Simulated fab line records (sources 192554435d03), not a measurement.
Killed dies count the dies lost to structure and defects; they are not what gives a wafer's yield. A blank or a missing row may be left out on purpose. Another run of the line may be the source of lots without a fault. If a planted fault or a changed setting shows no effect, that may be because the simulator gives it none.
Comparing a struck lot with a sound one | flow n5_finfet | 43 steps out of a route of 1938
Sound: the wafers L681.3, L681.4, L681.6. Struck: wafer L694.6 (L694.1, L694.4, from the same lot, were not struck and are left out); the cause is given at the end.
Per side, at each step with rows, come the tool, then ch with its chambers, and then its first start. Under that, the readings that differ: sound wafers | struck wafers | difference of the means | sigmas: that difference in standard deviations of wafers without a fault.
alike: words and numbers the same on both sides, and readings whose means are apart by under 2 such deviations; not compared: readings that were withheld, readings missing a value for some wafer, numbers with overlapping values and no deviation given by the record, and bounds like >300 which may hide the same value.
Wherever a step has rows on one side only, a row that says differs or no value, or a row with sigmas, the two part there. Numbers that have no deviation but don't overlap get no sigmas and don't part them. Lack of a reading on every wafer of one side parts them only where that side has two or more wafers.

first, 3 steps without rows for these wafers: N5_BEOL_M2_STRIP_36 (strips in N2/H2); N5_BEOL_M2_TRENCH_ETCH_37 (etches SiOC in C4F6/O2, target depth 55.555 nm, time 29.2 s); N5_BEOL_M2_ETCH_41 (etches SiCN in CH3F/O2, target depth 29.9 nm, time 52.5 s).
N5_BEOL_M2_STRIP_97: strips in N2/H2, time 10 s.
  sound: rie_diel-06 ch 0,2; struck: rie_diel-02 ch 3
  alike: drypump_motor_current_A, oes_product_au, rf_vpp_V, showerhead_plenum_p_Torr, throttle_valve_pct
  not compared: rf_hours_counter_h
N5_BEOL_M2_OCD_MEAS_38:
  sound on ocd-01 at day 6 22:44; struck on ocd-01 at day 10 13:02
  alike: trench_depth_nm
then, 4 steps without rows for these wafers: N5_BEOL_M2_HM_STRIP_39 (strips TiN in peroxide tin strip, target depth 25 nm, time 158 s); N5_BEOL_M2_SRD_40 (time 30 s); N5_BEOL_M2_PRECLEAN_42 (cleans in residue remover, time 60 s); N5_BEOL_M2_SRD_43 (time 30 s).
N5_BEOL_M2_CD_MEAS_35: target cd 18 nm, target cd y 22.2 nm.
  sound on cd_sem-01 at day 6 22:53; struck on cd_sem-01 at day 10 13:11
  alike: cd_nm
then, 2 steps without rows for these wafers: N5_BEOL_M2_DEGAS_44 (time 60 s); N5_BEOL_M2_PRE_CLEAN_45 (time 30 s).
N5_BEOL_M2_ALD_84: deposits TaN, pulse time 2 s, purge time 3 s, co reactant purge time 2 s.
  sound on ald_metal-03 ch 2,3, day 6 23:02; struck on ald_metal-01 ch 0, day 10 13:44
  reading    | sound    | struck | difference | sigmas
  ald_cycles | 30 30 30 | 34     | +4         |
  alike: heater_power_w, mfc_carrier_sccm
then, 8 steps without rows for these wafers: N5_BEOL_M2_SURFACE_TREAT_85; N5_BEOL_M2_CVD_47 (deposits Co from CCTBA/H2, target thk 3 nm, time 223.8 s); N5_BEOL_M2_SPUTTER_48 (material Cu, target thk 4.5 nm, time 8.29 s); N5_BEOL_M2_ANNEAL_49 (time 240 s); N5_BEOL_M2_SPUTTER_79 (material Cu, target thk 4.5 nm, time 8.29 s); N5_BEOL_M2_ANNEAL_80 (time 240 s); N5_BEOL_M2_SPUTTER_81 (material Cu, target thk 4.5 nm, time 8.29 s); N5_BEOL_M2_ANNEAL_82 (time 240 s).
N5_BEOL_M2_SPUTTER_86: material Cu, target thk 4.5 nm, time 8.29 s.
  sound on pvd_sputter-02 at day 7 01:14; struck on pvd_sputter-03 at day 10 15:08
  reading                | sound          | struck | difference | sigmas
  throttle_valve_pct (%) | 30.3 28.2 28.6 | 32.0   | +3.0       | +3
  alike: chuck_gas_flow_sccm
then, 1 step without rows for these wafers: N5_BEOL_M2_ANNEAL_87 (time 240 s).
N5_BEOL_M2_SPUTTER_88: material Cu, target thk 4.5 nm, time 8.29 s.
  sound on pvd_sputter-02 at day 7 01:27; struck on pvd_sputter-03 at day 10 15:22
  reading                | sound          | struck | difference | sigmas
  throttle_valve_pct (%) | 30.3 28.4 28.1 | 32.0   | +3.1       | +3
  alike: chuck_gas_flow_sccm
then, 3 steps without rows for these wafers: N5_BEOL_M2_ANNEAL_89 (time 240 s); N5_BEOL_M2_SPUTTER_90 (material Cu, target thk 4.5 nm, time 8.29 s); N5_BEOL_M2_ANNEAL_91 (time 240 s).
N5_BEOL_M2_SPUTTER_92: material Cu, target thk 4.5 nm, time 8.29 s.
  sound on pvd_sputter-02 at day 7 01:53; struck on pvd_sputter-03 at day 10 15:48
  reading                | sound          | struck | difference | sigmas
  throttle_valve_pct (%) | 30.5 28.4 28.4 | 31.9   | +2.8       | +3
  alike: chuck_gas_flow_sccm
then, 7 steps without rows for these wafers: N5_BEOL_M2_ANNEAL_93 (time 240 s); N5_BEOL_M2_SPUTTER_94 (material Cu, target thk 4.5 nm, time 8.29 s); N5_BEOL_M2_ANNEAL_95 (time 240 s); N5_BEOL_M2_SPUTTER_96 (material Cu, target thk 4.5 nm, time 8.29 s); N5_BEOL_M2_ECD_50 (material Cu, target thk 300 nm); N5_BEOL_M2_ANNEAL_51 (time 90 s); N5_BEOL_M2_CMP_52 (polishes, stops on SiOC, t overpolish 6.8 s, target thk 40 nm).
N5_BEOL_M2_THK_MEAS_53: measures by xrf.
  sound on film_metro-01 at day 7 03:07; struck on film_metro-02 at day 10 17:05
  alike: M2_THK
N5_BEOL_M2_PRE_CLEAN_60: time 15 s.
  sound on cvd_co-02 ch 0,1,2, day 7 03:12; struck on cvd_co-02 ch 1, day 10 17:07
  alike: heater_power_w
then, 3 steps without rows for these wafers: N5_BEOL_M2_CO_CAP_55 (material Co, precursor CCTBA/H2, target thk 2 nm, time 102.1 s); N5_BEOL_M2_PRE_CLEAN_56 (time 15 s); N5_BEOL_M2_DEP_57 (deposits SiCN from 3MS/NH3, target thk 8 nm, time 14 s).
N5_BEOL_M2_RS_MEAS_58: a four-point-probe measurement.
  sound on film_metro-02 at day 7 03:26; struck on film_metro-02 at day 10 17:20
  alike: M2_RS
N5_BEOL_M2_INSPECT_59: inspects for defects (darkfield).
  sound on defect_inspect-02 at day 7 03:28; struck on defect_inspect-02 at day 10 17:22
  alike: raw_defect_count
N5_BEOL_M4_RC_MEAS_101:
  sound on prober-02 ch 0, day 8 06:23; struck on prober-02 ch 0, day 11 20:16
  reading                      | sound          | struck | difference | sigmas
  CHAIN_V1 (ohm/link)          | 217 217 222    | 246    | +27        | +4
  CHAIN_V1_max_site (ohm/link) | 226 227 230    | 254    | +26        | +4
  DIBL_N (mV/V)                | 33.7 35.1 32.8 | 37.0   | +3.1       | +2
  alike: DIBL_P, IOFF_N, IOFF_P, ION_N, ION_P, SS_N, SS_P, VT_N, VT_P

## WHERE THEY PART
Last at N5_BEOL_M4_RC_MEAS_101 as far as this record goes, first at N5_BEOL_M2_SPUTTER_86.

WHY: what the simulator had put in
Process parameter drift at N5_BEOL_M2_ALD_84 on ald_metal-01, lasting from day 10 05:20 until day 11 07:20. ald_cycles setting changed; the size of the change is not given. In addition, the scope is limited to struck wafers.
